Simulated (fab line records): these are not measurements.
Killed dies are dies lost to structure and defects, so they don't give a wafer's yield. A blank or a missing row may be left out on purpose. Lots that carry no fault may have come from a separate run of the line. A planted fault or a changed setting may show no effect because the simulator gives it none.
Split-lot study -- flow n5 finfet -- 39 wafers read from 7 lots, route of 1938 steps

ON THE SPLIT
At N5_FIN_SAQP_HM_DEP_03 (deposits SiNx from SiH4/NH3/N2, target thk 38 nm, time 33.6 s), the setting target thk a was moved away from the recipe's 380 angstrom on 15 of the 39 wafers read, by -26.6% to +57.3%. The other wafers ran this setting at the recipe's value.

FROM THE SPLIT TO THE READING: what the file shows between them, 4 steps
- N5_FIN_SAQP_THK_MEAS_05
- N5_FIN_SAQP_PECVD_47: deposits a-Si from SiH4/He, target thk 45 nm, time 36.3 s
- N5_FIN_SAQP_PECVD_48: deposits SiNx from SiH4/NH3/N2, target thk 25 nm, time 22.1 s
- N5_FIN_SAQP_MANDREL2_REMOVE_60: chemistry HBr/Cl2/O2, target a-Si, stops on SiNx, bt time 10 s

THE READING
etch.depth nm (the simulator's own value, which no gauge read), in nm, at N5_FIN_SAQP_HM_OPEN_33 (chemistry CH3F/O2, target SiNx, target depth 49.4 nm, time 70.6 s). The file does not state a usual value for it. The 24 wafers here that ran the recipe average 37.51 nm, standard deviation 0.5 nm.

wafer,"tool, chamber at the split","target thk a as run, angstrom",against the recipe,"etch.depth nm, nm",against lot-mates on the recipe
L078.1,"pecvd-03, 1",380,recipe,36.6,-
L078.2,"pecvd-03, 0",557.6,+46.7%,54.59,+17.34
L078.3,"pecvd-03, 1",380,recipe,37.81,-
L078.4,"pecvd-03, 0",557.6,+46.7%,55.8,+18.55
L078.5,"pecvd-03, 0",557.6,+46.7%,55.31,+18.06
L078.6,"pecvd-03, 1",380,recipe,37.34,-
L081.1,"pecvd-01, 2",380,recipe,36.91,-
L081.2,"pecvd-01, 0",380,recipe,37.7,-
L081.3,"pecvd-01, 1",380,recipe,36.61,-
L081.4,"pecvd-01, 1",380,recipe,37.7,-
L081.5,"pecvd-01, 0",380,recipe,38.35,-
L081.6,"pecvd-01, 2",380,recipe,37.88,-
L088.3,"pecvd-03, 0",380,recipe,37.25,-
L088.5,"pecvd-03, 0",380,recipe,38.07,-
L088.6,"pecvd-03, 1",380,recipe,37.49,-
L089.1,"pecvd-01, 1",278.9,-26.6%,27.05,-10.87
L089.2,"pecvd-01, 2",380,recipe,37.6,-
L089.3,"pecvd-01, 0",278.9,-26.6%,27.5,-10.42
L089.4,"pecvd-01, 1",278.9,-26.6%,27.71,-10.21
L089.5,"pecvd-01, 2",380,recipe,37.94,-
L089.6,"pecvd-01, 0",380,recipe,38.21,-
L090.1,"pecvd-01, 0,2",380,recipe,37.74,-
L090.2,"pecvd-01, 1",380,recipe,37.3,-
L090.3,"pecvd-01, 2",597.9,+57.3%,58.56,+20.97
L090.4,"pecvd-01, 0,2",380,recipe,37.74,-
L090.5,"pecvd-01, 0",597.9,+57.3%,60.16,+22.57
L090.6,"pecvd-01, 1",597.9,+57.3%,59.48,+21.89
L096.1,"pecvd-04, 2",467.1,+22.9%,44.98,+8.05
L096.2,"pecvd-04, 0",380,recipe,37.03,-
L096.3,"pecvd-04, 1",380,recipe,36.62,-
L096.4,"pecvd-04, 2",380,recipe,37.13,-
L096.5,"pecvd-04, 0",467.1,+22.9%,46.49,+9.56
L096.6,"pecvd-04, 1",467.1,+22.9%,46.41,+9.48
L097.1,"pecvd-03, 0",380,recipe,37.47,-
L097.2,"pecvd-03, 2",534.1,+40.6%,52.53,+14.76
L097.3,"pecvd-03, 1",380,recipe,37.62,-
L097.4,"pecvd-03, 0",534.1,+40.6%,52.91,+15.14
L097.5,"pecvd-03, 1",534.1,+40.6%,53.22,+15.45
L097.6,"pecvd-03, 2",380,recipe,38.22,-
If several chambers appear in one row, that row covers several wafers at once and the file leaves open which wafer was in which chamber.

FIT RESULTS
A straight line over all 39 wafers: etch.depth nm changes by +0.38 nm for each +1% of target thk a; r = +1.00; the points scatter about the line by 0.52 nm.
The same after taking each lot's own level away (the mean of its wafers on the recipe; 39 wafers): +0.383 nm for each +1%; r = +1.00; scatter 0.49 nm.
Per that fit: largest target thk a move, reading shift of 22 nm.
The span of the lots' own levels, 36.927 to 37.917 nm, comes to 2.0 times the standard deviation stated above.
Consequently the slope shifts little with the lot-to-lot level, the two slopes agreeing.
Check: with one of the wafers moved furthest among these (+57.3%) left out of the fit, the line predicts +22 nm for it against its lot-mates. Against them it came out at +21 nm.

THESE WAFERS: OTHER SPLITS
Before the reading, these wafers also passed through other splits. Each is held against what the fit with the lots' levels taken away leaves over:
other split on the same wafers,wafers away from the commonest value,r with etch.depth nm (lot level and that fit taken away)
N5_ZERO_LAYER_DEVELOP_10 develop time s,12,-0.18

THE WHOLE CHAIN: every reading that the file lists as answering this split, in the file's order
step,what it does,reading,change (the file's fit),r (the file's)
N5_FIN_SAQP_HM_DEP_03,"deposits SiNx from SiH4/NH3/N2, target thk 38 nm, time 33.6 s","SiNx_of_FIN_SAQP_HM_DEP_03.thk nm (the simulator's own value, which no gauge read)",+0.382 nm for each +1% of the setting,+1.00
N5_FIN_SAQP_THK_MEAS_05,,thk nm,withheld for each +1% of the setting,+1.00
N5_FIN_SAQP_HM_OPEN_33,"chemistry CH3F/O2, target SiNx, target depth 49.4 nm, time 70.6 s",etch rf on time s,withheld for each +1% of the setting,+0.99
N5_FIN_SAQP_HM_OPEN_33,"chemistry CH3F/O2, target SiNx, target depth 49.4 nm, time 70.6 s","etch.depth nm (the simulator's own value, which no gauge read)",+0.382 nm for each +1% of the setting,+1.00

FILE'S OWN FIT
etch.depth nm changes by +0.382 nm for each +1% of target thk a, r = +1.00.
